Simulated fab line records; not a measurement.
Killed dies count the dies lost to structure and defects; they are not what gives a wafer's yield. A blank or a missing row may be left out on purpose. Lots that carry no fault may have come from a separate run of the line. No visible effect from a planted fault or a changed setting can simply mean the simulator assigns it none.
fab line records | flow n5Finfet | part 1 of 2: steps 1 to 4 of 6
record: lots: 16 wafers: 48 lastDay: 18
route steps=1938 shown MOL_CONTACT_COAG@618 BEOL_M0_SAQP@652
lots untouched by any fault: they come from a run of this same line in which no faults occurred
startH: hours from the record's first day to the start of the lot's first wafer shown | waitH: hours from the lot's prior step to this one | " the same as in the row above | L1.1+2: one row covering several wafers at once | - no value present, or no start provided | * or withheld: withheld | < > ~ a bound
route shown NAME@n: a module of which the file shows steps, and the number in the route of the first | usual: average and standard deviation across the fault-free wafers | same: alike in all rows | chamber/n: place in a boat | sites: each site's reading | _std_site: their standard deviation | _edge_site: outer sites' mean less inner sites' | radiusMm: how far each site lies from the wafer's centre | mask NAME#n: copy n | behind: tool/chamber where the wafer was last shaped | hold: what put the lot on hold/how long, in hours/how the hold closed | device: names the non-switching transistor (n, p or np) | end of line: at the end of the route, the tests of the same wafers | step lacking rows: just its recipe | killed: not the wafer's yield, but the dies lost to structure and defects at the first sort | map: per-die view of a wafer (x killed, . not killed, _ where there is no die)
set.NAME: the setting as run; set.NAME@STEP: as run at that earlier step | model.NAME: the simulator's own value behind a step, which no gauge read
steps of the route over a sample of lots; a table a step, a row a wafer
services: the hour from which a tool's chamber was out of use, counted from the record's first day as startH (under 0 if before that day), plus the number of hours and why
== steps ==
step: N5_MOL_CONTACT_COAG_STRIP_72
recipe: chemistry: N2/H2 powerW: 450 tempC: 40 pressureMtorr: 20 rfFrequencyHz: 6e+07 overashFraction: 3 biasPowerW: 7 h2Frac: 0.5 n2FlowSccm: 200 h2FlowSccm: 200
usual: chamberPressureMTorr: 20.00/0.045 drypumpMotorCurrentA: 5.8/0.41 h2FlowSccm: 200.0/0.58 oesProductAu: 0.79/0.068 rfVppV: 58.9/2.1 showerheadPlenumPTorr: 2.51/0.086 tempC: 40.00/0.13 throttleValvePct: 23.6/0.33
columns lot.wafer tool chamber startH waitH chamberPressureMTorr drypumpMotorCurrentA h2FlowSccm oesProductAu rfHoursCounterH rfVppV showerheadPlenumPTorr tempC throttleValvePct
L074.3 rieDiel-01 1 101.38 0.0 20.01 5.0 200.3 0.70 235 62.1 2.39 40.10 23.7
L074.4 " 2 " " 19.99 5.6 199.8 0.81 90 62.5 2.58 40.15 23.8
L074.6 " 1 " " 20.02 5.0 199.2 0.69 - 60.0 2.39 40.11 23.7
L076.3 rieDiel-01 0 115.96 0.0 19.92 6.2 199.0 0.87 38 57.0 2.47 39.99 23.3
L076.5 " 0 " " 19.95 6.2 199.3 0.86 - 60.0 2.47 40.13 23.3
L076.6 " 3 " " 19.98 6.2 201.0 0.81 - 59.0 2.46 39.91 23.5
L077.1 rieDiel-02 3 124.64 0.0 20.03 5.9 200.6 0.78 115 62.2 2.67 40.20 23.3
L077.2 " 1 " " 20.00 6.1 200.7 0.78 121 59.4 2.43 40.11 23.4
L077.6 " 0 " " 19.98 5.2 198.5 0.72 - 60.1 2.53 39.97 23.7
L081.1 rieDiel-01 1 146.21 0.0 20.02 5.0 200.6 0.69 244 59.2 2.39 40.06 23.7
L081.3 " 2 " " 19.91 5.6 200.4 0.78 114 59.8 2.57 39.85 23.9
L081.6 " 3 " " 20.02 6.3 199.9 0.78 - 60.3 2.45 40.04 23.5
L083.3 rieDiel-01 1 155.12 0.0 20.09 5.0 200.3 0.68 247 59.2 2.38 39.84 23.7
L083.4 " 0 " " 19.99 6.2 200.4 0.85 56 61.3 2.46 39.96 23.4
L083.6 " 3 " " 20.02 6.1 199.7 0.77 - 55.6 2.45 39.92 23.5
L084.1 rieDiel-02 3 165.44 0.0 20.03 5.9 199.8 0.77 131 57.4 2.66 39.79 23.3
L084.4 " 1 " " 19.98 6.1 199.6 0.76 137 59.5 2.42 39.94 23.4
L084.6 " 2 " " 19.99 5.7 200.1 0.88 - 59.0 2.49 39.94 24.3
L086.1 rieDiel-01 3 175.33 0.0 20.03 6.2 199.5 0.79 112 60.6 2.45 40.21 23.5
L086.2 " 0 " " 20.00 6.2 200.0 0.84 63 59.5 2.46 40.11 23.3
L086.3 " 2 " " 19.94 5.7 200.1 0.79 125 66.0 2.56 40.03 23.9
L087.1 rieDiel-02 2 182.69 0.0 19.96 5.7 199.6 0.86 50 59.0 2.49 39.98 24.3
L087.4 " 0 " " 20.11 5.2 200.0 0.70 196 61.4 2.52 39.85 23.8
L087.5 " 1 " " 19.97 6.1 200.1 0.75 - 60.2 2.42 39.77 23.4
L088.1 rieDiel-02 0 186.13 0.0 19.96 5.2 199.4 0.69 197 61.6 2.52 39.84 23.8
L088.3 " 2 " " 20.05 5.7 198.7 0.87 51 62.4 2.49 40.24 24.3
L088.6 " 0 " " 19.98 5.2 199.5 0.69 - 61.9 2.52 40.03 23.8
L089.3 rieDiel-01 0 191.55 0.0 19.98 6.3 200.5 0.83 70 63.0 2.45 40.03 23.4
L089.4 " 1 " " 19.98 5.0 200.0 0.94 3 60.5 2.70 40.14 23.5
L089.6 " 1 " " 19.98 5.0 199.5 0.95 - 61.3 2.70 39.99 23.4
L090.2 rieDiel-02 2 195.77 0.0 19.97 5.7 200.8 0.89 54 59.6 2.49 40.02 24.3
L090.4 " 0 " " 20.00 5.2 199.1 0.69 201 59.7 2.52 39.92 23.8
L090.6 " 3 " " 20.02 5.9 201.0 0.74 - 61.9 2.66 40.23 23.3
L093.2 rieDiel-01 3 215.22 0.0 19.97 6.2 200.1 0.79 127 58.2 2.44 40.03 23.5
L093.4 " 2 " " 20.03 5.6 199.7 0.77 140 55.8 2.55 40.02 23.9
L093.5 " 1 " " 20.01 5.0 200.3 0.92 - 61.8 2.69 39.87 23.4
L094.3 rieDiel-02 0 223.64 0.0 19.91 5.2 200.3 0.71 212 57.7 2.51 40.12 23.8
L094.4 " 1 " " 20.04 6.2 199.8 0.75 - 56.1 2.41 40.10 23.4
L094.5 " 3 " " 20.01 5.9 200.1 0.74 - 59.7 2.65 40.09 23.4
L092.1 rieDiel-01 0 223.74 0.0 19.99 6.3 200.5 0.81 82 57.4 2.45 40.28 23.4
L092.2 " 1 " " 19.95 5.1 200.1 0.90 14 58.7 2.69 39.71 23.4
L092.5 " 3 " " 20.05 6.2 200.1 0.75 - 60.2 2.44 40.14 23.5
L095.2 rieDiel-02 3 227.29 0.0 19.99 5.9 199.1 0.76 153 54.0 2.65 39.82 23.3
L095.3 " 2 " " 19.98 5.7 199.7 0.85 63 59.7 2.48 40.15 24.3
L095.5 " 1 " " 19.99 6.2 200.1 0.74 - 55.6 2.41 40.00 23.4
L097.2 rieDiel-04 0 240.54 0.0 20.05 6.1 199.7 0.83 63 57.9 2.46 39.87 23.4
L097.3 " 3 " " 19.92 5.5 199.5 0.83 69 60.4 2.55 40.02 23.4
L097.5 " 1 " " 19.93 5.3 200.4 0.73 - 59.0 2.45 39.90 24.3
step: N5_MOL_CONTACT_COAG_STRIP_49
recipe: chemistry: N2/H2 timeS: 30 powerW: 1000 tempC: 250 pressureMtorr: withheld n2FlowSccm: 1750 h2FlowSccm: 3250
usual: drypumpMotorCurrentA: 5.4/0.56 h2FlowSccm: 3249/9.8 heaterPowerW: 350/30 tempC: 249.99/0.17
columns lot.wafer tool chamber startH waitH drypumpMotorCurrentA h2FlowSccm heaterPowerW rfHoursCounterH tempC
L074.3 plasmaAsher-02 0 101.50 - 5.0 3241 397 - 250.05
L074.4 " 1 " " 5.9 3253 363 - 250.12
L074.6 " 1 " " 5.9 3226 358 - 249.83
L076.3 plasmaAsher-01 1 116.06 - 4.7 3268 341 - 249.80
L076.5 " 0 " " 6.0 3248 310 - 250.04
L076.6 " 1 " " 4.7 3263 334 - 249.84
L077.1 plasmaAsher-02 1 124.73 - 5.9 3266 359 100 249.74
L077.2 " 0 " " 5.1 3251 399 100 249.97
L077.6 " 0 " " 5.1 3230 405 - 250.03
L081.1 plasmaAsher-02 0 146.30 - 5.1 3253 404 104 250.19
L081.3 " 1 " " 5.9 3253 354 - 249.78
L081.6 " 1 " " 5.9 3250 359 - 250.20
L083.3 plasmaAsher-02 0 155.22 - 5.1 3259 402 - 250.22
L083.4 " 1 " " 5.9 3239 364 - 250.00
L083.6 " 1 " " 5.9 3249 366 - 250.03
L084.1 plasmaAsher-01 1 165.52 - 4.7 3265 334 51 249.94
L084.4 " 1 " " 4.7 3249 337 - 250.01
L084.6 " 0 " " 6.0 3247 327 - 249.52
L086.1 plasmaAsher-01 0 175.41 - 6.0 3254 319 53 249.74
L086.2 " 1 " " 4.7 3238 333 53 249.76
L086.3 " 1 " " 4.7 3238 328 - 249.85
L087.1 plasmaAsher-02 1 182.77 - 5.9 3258 359 110 250.03
L087.4 " 1 " " 5.9 3233 355 - 250.18
L087.5 " 1 " " 5.9 3248 353 - 250.18
L088.1 plasmaAsher-02 0 186.21 - 5.1 3248 395 110 250.16
L088.3 " 0 " " 5.1 3256 410 - 249.63
L088.6 " 0 " " 5.1 3256 397 - 249.55
L089.3 plasmaAsher-01 0 191.65 - 6.0 3233 324 - 249.70
L089.4 " 1 " " 4.7 3260 334 - 249.93
L089.6 " 0 " " 6.0 3234 308 - 250.00
L090.2 plasmaAsher-01 1 195.85 - 4.7 3251 334 58 250.04
L090.4 " 1 " " 4.7 3261 337 - 250.02
L090.6 " 1 " " 4.7 3257 327 - 249.98
L093.2 plasmaAsher-01 0 215.30 - 6.0 3236 317 62 250.07
L093.4 " 0 " " 6.0 3244 324 - 250.06
L093.5 " 0 " " 6.0 3234 319 - 250.26
L094.3 plasmaAsher-01 1 223.74 - 4.7 3247 332 - 249.90
L094.4 " 0 " " 6.0 3255 318 - 250.24
L094.5 " 0 " " 6.0 3256 320 - 249.89
L092.1 plasmaAsher-01 1 223.82 - 4.7 3232 335 64 249.94
L092.2 " 0 " " 6.0 3245 321 64 250.15
L092.5 " 0 " " 6.0 3239 313 - 250.21
L095.2 plasmaAsher-01 0 227.37 - 6.0 3245 317 64 250.13
L095.3 " 1 " " 4.7 3251 327 - 249.70
L095.5 " 1 " " 4.7 3255 336 - 249.75
L097.2 plasmaAsher-01 1 240.62 - 4.7 3265 340 67 249.92
L097.3 " 1 " " 4.7 3264 328 - 250.05
L097.5 " 1 " " 4.7 3260 342 - 249.93
step: N5_BEOL_M0_SAQP_DESCUM_19
recipe: chemistry: O2 timeS: 7.9 sourcePowerW: 50 biasPowerW: 20 pressureMtorr: 20 rfFrequencyHz: 2.712e+07 tempC: 40 resist: CAR-ArF o2FlowSccm: 225
usual: chamberPressureMTorr: 20.000/0.017 drypumpMotorCurrentA: 5.81/0.23 oesProductAu: 0.79/0.087 rfVppV: 243.3/1.3 showerheadPlenumPTorr: 2.10/0.076 tempC: 39.99/0.11 throttleValvePct: 20.4/0.3
columns lot.wafer tool chamber startH waitH chamberPressureMTorr drypumpMotorCurrentA oesProductAu rfHoursCounterH rfVppV showerheadPlenumPTorr tempC throttleValvePct
L074.3 rieDiel-06 1 107.55 0.0 20.005 5.42 0.78 133 244.5 2.20 40.07 20.5
L074.4 " 3 " " 20.015 5.85 0.91 30 242.8 2.04 39.96 19.9
L074.6 " 3 " " 19.992 5.84 0.91 - 242.3 2.04 40.17 19.9
L076.3 rieDiel-06 2 122.97 0.0 20.005 5.83 0.77 149 243.8 2.10 39.93 20.6
L076.5 " 0 " " 20.012 6.07 0.73 - 243.1 2.06 40.11 20.4
L076.6 " 1 " " 19.986 5.42 0.78 - 244.2 2.20 39.97 20.5
L077.1 rieDiel-05 1 132.04 0.0 19.963 5.92 0.72 192 244.9 2.18 40.28 20.9
L077.2 " 2 " " 19.974 6.05 0.72 182 242.4 1.98 39.95 20.5
L077.6 " 3 " " 19.989 5.65 0.94 - 243.8 2.12 40.09 20.2
L081.1 rieDiel-05 0 153.29 0.4 19.979 5.61 0.68 250 244.3 2.13 40.09 20.2
L081.3 " 3 " " 20.029 5.62 0.91 15 242.3 2.12 39.81 20.3
L081.6 " 2 " " 20.014 6.05 0.72 - 242.3 1.98 40.06 20.6
L083.3 rieDiel-05 3 162.04 0.0 20.006 5.63 0.89 18 243.1 2.12 40.12 20.3
L083.4 " 2 " " 20.015 6.04 0.71 - 241.5 1.98 40.13 20.6
L083.6 " 1 " " 19.976 5.94 0.71 - 245.3 2.18 39.72 20.9
L084.1 rieDiel-03 1 171.17 0.0 20.008 6.31 0.73 160 244.9 2.19 40.00 20.1
L084.4 " 0 " " 19.994 5.62 0.92 32 244.3 2.16 39.91 20.3
L084.6 " 3 " " 20.016 5.46 0.79 - 242.2 2.02 40.05 20.5
L086.1 rieDiel-03 3 181.24 0.0 20.024 5.45 0.79 119 242.0 2.02 39.96 20.5
L086.2 " 0 " " 20.024 5.58 0.92 34 243.4 2.15 39.91 20.3
L086.3 " 1 " " 19.995 6.33 0.72 163 244.2 2.19 40.08 20.1
L087.1 rieDiel-06 1 189.57 0.0 20.028 5.41 0.76 157 244.9 2.19 39.99 20.6
L087.4 " 3 " " 20.009 5.83 0.86 56 242.8 2.03 39.95 20.0
L087.5 " 0 " " 19.976 6.10 0.70 - 242.4 2.05 40.09 20.4
L088.1 rieDiel-05 0 193.21 0.0 19.997 5.63 0.97 5 243.4 2.13 40.04 19.8
L088.3 " 1 " " 20.001 5.90 0.70 212 244.8 2.18 40.00 20.9
L088.6 " 1 " " 20.004 5.90 0.70 - 243.1 2.18 39.98 20.9
L089.3 rieDiel-05 1 198.09 0.0 20.018 5.92 0.70 214 244.6 2.18 39.81 20.9
L089.4 " 3 " " 19.982 5.62 0.87 31 244.4 2.12 40.23 20.3
L089.6 " 3 " " 20.010 5.62 0.88 - 245.0 2.12 39.98 20.3
L090.2 rieDiel-05 1 201.92 0.0 20.015 5.92 0.70 216 244.3 2.17 39.86 20.9
L090.4 " 2 " " 19.992 6.09 0.71 - 240.8 1.97 39.73 20.6
L090.6 " 1 " " 19.991 5.91 0.70 - 244.2 2.17 39.80 20.9
L093.2 rieDiel-06 3 221.90 0.2 19.994 5.85 0.84 67 241.8 2.02 39.91 20.0
L093.4 " 2 " " 20.005 5.83 0.74 177 242.4 2.09 40.01 20.7
L093.5 " 1 " " 20.011 5.42 0.74 - 245.6 2.18 39.98 20.6
L094.3 rieDiel-06 0 229.46 0.0 20.011 6.10 0.70 225 243.5 2.05 39.86 20.4
L094.4 " 3 " " 20.002 5.85 0.85 69 240.4 2.02 39.98 20.0
L094.5 " 2 " " 20.010 5.84 0.75 - 243.2 2.09 39.93 20.6
L092.1 rieDiel-05 2 232.89 0.0 19.988 6.05 0.69 216 242.2 1.97 40.01 20.6
L092.2 " 3 " " 20.009 5.62 0.86 39 244.2 2.11 39.93 20.3
L092.5 " 1 " " 19.976 5.90 0.70 - 243.6 2.17 39.85 20.9
L095.2 rieDiel-05 0 235.30 0.0 20.002 5.63 0.92 19 244.8 2.12 39.93 19.8
L095.3 " 2 " " 19.999 6.04 0.70 217 241.1 1.97 39.82 20.6
L095.5 " 1 " " 19.990 5.89 0.69 - 244.3 2.17 40.07 20.9
L097.2 rieDiel-06 0 246.79 0.0 19.983 6.13 0.69 231 243.1 2.05 39.60 20.4
L097.3 " 1 " " 20.002 5.41 0.75 176 244.5 2.18 39.84 20.6
L097.5 " 0 " " 20.011 6.11 0.70 - 242.3 2.05 39.77 20.4
step: N5_BEOL_M0_SAQP_ETCH_83
recipe: chemistry: CF4 target: SiARC targetDepthA: 390 maskMaterial: CAR-ArF timeS: 65 ionEnergyEv: 80 pressureMtorr: 40 sourceW: 545 biasW: 36 Ar_flow_sccm: 100 cf4FlowSccm: 100 ends: cleared
usual: chamberPressureMTorr: 40.00/0.039 drypumpMotorCurrentA: 5.81/0.24 etchRfOnTimeS: 64.7/1.4 oesProductAu: 0.67/0.076 rfVppV: 184.3/1.2 showerheadPlenumPTorr: 2.15/0.068 throttleValvePct: 15.61/0.29
columns lot.wafer tool chamber startH waitH chamberPressureMTorr drypumpMotorCurrentA etchRfOnTimeS oesProductAu rfHoursCounterH rfVppV showerheadPlenumPTorr throttleValvePct
L074.3 rieDiel-06 1 107.59 0.0 40.01 5.40 63.8 0.67 133 185.7 2.23 15.62
L074.4 " 3 " " 39.97 5.88 63.7 0.77 30 183.7 2.08 15.12
L074.6 " 3 " " 40.01 5.87 63.8 0.77 - 182.3 2.08 15.10
L076.3 rieDiel-06 2 123.01 0.0 40.02 5.83 62.4 0.67 149 184.5 2.14 15.73
L076.5 " 0 " " 40.02 6.14 64.7 0.63 - 184.8 2.13 15.76
L076.6 " 1 " " 40.02 5.42 63.2 0.67 - 185.2 2.23 15.63
L077.1 rieDiel-05 1 132.07 0.0 40.03 5.90 65.1 0.61 192 185.1 2.22 15.90
L077.2 " 2 " " 39.98 6.03 65.2 0.61 182 183.2 2.05 15.90
L077.6 " 3 " " 40.04 5.62 62.6 0.82 - 184.1 2.19 15.45
L081.1 rieDiel-05 0 153.33 0.0 40.03 5.61 66.1 0.57 250 185.4 2.20 15.59
L081.3 " 3 " " 40.04 5.64 62.2 0.80 15 185.6 2.19 15.48
L081.6 " 2 " " 40.07 6.08 65.6 0.60 - 182.2 2.05 15.92
L083.3 rieDiel-05 3 162.07 0.0 40.02 5.64 62.7 0.79 18 183.9 2.19 15.49
L083.4 " 2 " " 39.99 6.02 64.8 0.61 - 182.8 2.05 15.95
L083.6 " 1 " " 40.01 5.94 65.4 0.59 - 183.3 2.22 15.94
L084.1 rieDiel-03 1 171.21 0.0 40.01 6.29 67.5 0.62 160 183.4 2.21 15.29
L084.4 " 0 " " 39.96 5.60 63.0 0.79 32 184.4 2.19 15.41
L084.6 " 3 " " 40.00 5.47 65.2 0.67 - 182.9 2.07 15.69
L086.1 rieDiel-03 3 181.28 0.0 40.08 5.43 65.1 0.68 119 182.1 2.07 15.70
L086.2 " 0 " " 39.99 5.61 63.4 0.78 34 183.4 2.19 15.44
L086.3 " 1 " " 40.03 6.31 67.7 0.61 163 185.2 2.21 15.30
L087.1 rieDiel-06 1 189.60 0.0 40.01 5.40 65.8 0.64 157 184.9 2.22 15.66
L087.4 " 3 " " 40.06 5.86 64.4 0.73 56 182.2 2.08 15.18
L087.5 " 0 " " 40.03 6.10 66.1 0.60 - 183.5 2.13 15.80
L088.1 rieDiel-05 0 193.24 0.0 40.05 5.63 66.5 0.80 5 185.3 2.20 15.14
L088.3 " 1 " " 39.93 5.91 66.1 0.59 212 184.3 2.21 15.94
L088.6 " 1 " " 40.05 5.90 65.8 0.59 - 183.7 2.21 15.95
L089.3 rieDiel-05 1 198.12 0.0 39.99 5.93 65.8 0.59 214 184.2 2.21 15.96
L089.4 " 3 " " 39.99 5.63 63.3 0.76 31 183.7 2.18 15.50
L089.6 " 3 " " 39.95 5.64 63.8 0.76 - 184.8 2.18 15.51
L090.2 rieDiel-05 1 201.95 0.0 39.98 5.90 64.7 0.59 216 184.1 2.21 15.98
L090.4 " 2 " " 40.05 6.03 64.6 0.60 - 183.6 2.04 15.98
L090.6 " 1 " " 40.02 5.90 65.2 0.59 - 185.3 2.21 15.97
L093.2 rieDiel-06 3 221.94 0.0 40.04 5.85 63.7 0.72 67 183.9 2.07 15.19
L093.4 " 2 " " 40.00 5.84 63.7 0.64 177 182.4 2.13 15.79
L093.5 " 1 " " 40.00 5.42 64.0 0.64 - 184.7 2.21 15.68
L094.3 rieDiel-06 0 229.49 0.0 40.00 6.11 66.5 0.60 225 182.1 2.12 15.82
L094.4 " 3 " " 39.95 5.83 64.9 0.72 69 184.4 2.07 15.19
L094.5 " 2 " " 40.03 5.83 63.8 0.63 - 183.8 2.13 15.78
L092.1 rieDiel-05 2 232.92 0.0 40.01 6.05 66.3 0.59 216 182.8 2.04 15.97
L092.2 " 3 " " 40.00 5.62 63.5 0.74 39 184.9 2.18 15.54
L092.5 " 1 " " 39.96 5.95 66.2 0.58 - 184.7 2.21 15.97
L095.2 rieDiel-05 0 235.34 0.0 40.02 5.61 66.1 0.77 19 185.2 2.19 15.16
L095.3 " 2 " " 39.97 6.01 65.4 0.59 217 183.7 2.04 15.98
L095.5 " 1 " " 39.98 5.93 64.7 0.59 - 186.1 2.21 15.98
L097.2 rieDiel-06 0 246.83 0.0 40.00 6.08 64.2 0.61 231 183.9 2.12 15.84
L097.3 " 1 " " 39.94 5.40 63.2 0.64 176 186.1 2.21 15.69
L097.5 " 0 " " 40.00 6.10 65.4 0.60 - 183.8 2.12 15.85
